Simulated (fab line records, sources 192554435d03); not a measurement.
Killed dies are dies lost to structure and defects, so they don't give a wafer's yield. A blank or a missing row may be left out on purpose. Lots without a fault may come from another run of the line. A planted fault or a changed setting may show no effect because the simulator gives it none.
Split-lot experiment | flow n5_finfet | 7 lots, 21 wafers read, on a route of 1938 steps

THE SPLIT
At N5_BEOL_M7_ETCH_61 (etches SiARC in CF4, target depth 45.5 nm, time 75.8 s), the setting source_w was moved away from the recipe's 545 W on 9 of the 21 wafers read, by -15.2% to +13.6%. The other wafers ran this setting at the recipe's value.

The reading is taken at the split's own step.

THE READING
rf_vpp_V, in V, at N5_BEOL_M7_ETCH_61 (etches SiARC in CF4, target depth 45.5 nm, time 75.8 s). Fault-free wafers of this fab line usually give 184.3 V, standard deviation 1.2 V.

wafer  | tool, chamber at the split | source_w as run, W | against the recipe | rf_vpp_V, V | against lot-mates on the recipe
L074.1 | rie_diel-04, 3             | 545                | recipe             | 184.8       | -
L074.3 | rie_diel-04, 0             | 545                | recipe             | 184.5       | -
L074.6 | rie_diel-04, 2             | 545                | recipe             | 185.3       | -
L075.1 | rie_diel-05, 1             | 545                | recipe             | 184.2       | -
L075.2 | rie_diel-05, 2             | 545                | recipe             | 184.1       | -
L075.5 | rie_diel-05, 0             | 545                | recipe             | 183.0       | -
L077.1 | rie_diel-04, 2             | 462.3              | -15.2%             | 197.1       | +12.0
L077.3 | rie_diel-04, 1             | 462.3              | -15.2%             | 193.2       | +8.1
L077.6 | rie_diel-04, 2             | 545                | recipe             | 185.1       | -
L083.2 | rie_diel-03, 3             | 545                | recipe             | 185.2       | -
L083.5 | rie_diel-03, 0             | 618.9              | +13.6%             | 174.7       | -10.9
L083.6 | rie_diel-03, 3             | 545                | recipe             | 186.1       | -
L088.1 | rie_diel-03, 2             | 576.6              | +5.8%              | 179.9       | -4.9
L088.4 | rie_diel-03, 3             | 545                | recipe             | 184.8       | -
L088.5 | rie_diel-03, 1             | 576.6              | +5.8%              | 178.8       | -6.0
L090.3 | rie_diel-04, 0             | 493.1              | -9.5%              | 190.8       | +7.5
L090.5 | rie_diel-04, 3             | 545                | recipe             | 183.3       | -
L090.6 | rie_diel-04, 0             | 493.1              | -9.5%              | 191.1       | +7.8
L093.1 | rie_diel-03, 1             | 545                | recipe             | 183.1       | -
L093.4 | rie_diel-03, 0             | 584.4              | +7.2%              | 179.7       | -3.4
L093.5 | rie_diel-03, 3             | 584.4              | +7.2%              | 181.5       | -1.6

THE FIT
A straight line over all 21 wafers: rf_vpp_V changes by -0.697 V for each +1% of source_w; r = -0.97; the points scatter about the line by 1.2 V.
The same after taking each lot's own level away (the mean of its wafers on the recipe; 21 wafers): -0.699 V for each +1%; r = -0.97; scatter 1.3 V.
On that fit, the largest move of source_w shifts the reading by 11 V.
The lots' own levels span 183.10 to 185.65 V, that is 2.1 times the standard deviation above.
So the lot-to-lot level changes the slope little: the two slopes agree.
Check: with one of the wafers moved furthest among these (-15.2%) left out of the fit, the line predicts +10.2 V for it against its lot-mates. It came out at +12 V against them.
Tool readings at the split's step, against how far the setting was moved: etch_rf_on_time_s r = -0.95; rf_vpp_V r = -0.97.

OTHER SPLITS ON THESE WAFERS
These wafers also went through other splits before the reading. Each is held against what the fit with the lots' levels taken away leaves over:
other split on the same wafers    | wafers away from the commonest value | r with rf_vpp_V (lot level and that fit taken away)
N5_BEOL_M6_ILD_DEP_00 time_s      | 9                                    | +0.16
N5_BEOL_M6_HM_DEP_02 target_thk_a | 9                                    | -0.14
N5_BEOL_M7_ILD_DEP_00 time_s      | 8                                    | +0.04

THE WHOLE CHAIN: every reading that the file lists as answering this split, in the file's order
step               | what it does                                           | reading           | change (the file's fit)              | r (the file's)
N5_BEOL_M7_ETCH_61 | etches SiARC in CF4, target depth 45.5 nm, time 75.8 s | etch_rf_on_time_s | withheld for each +1% of the setting | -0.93
N5_BEOL_M7_ETCH_61 | etches SiARC in CF4, target depth 45.5 nm, time 75.8 s | rf_vpp_V          | -0.715 V for each +1% of the setting | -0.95

THE FILE'S OWN FIT
rf_vpp_V changes by -0.715 V for each +1% of source_w, r = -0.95.
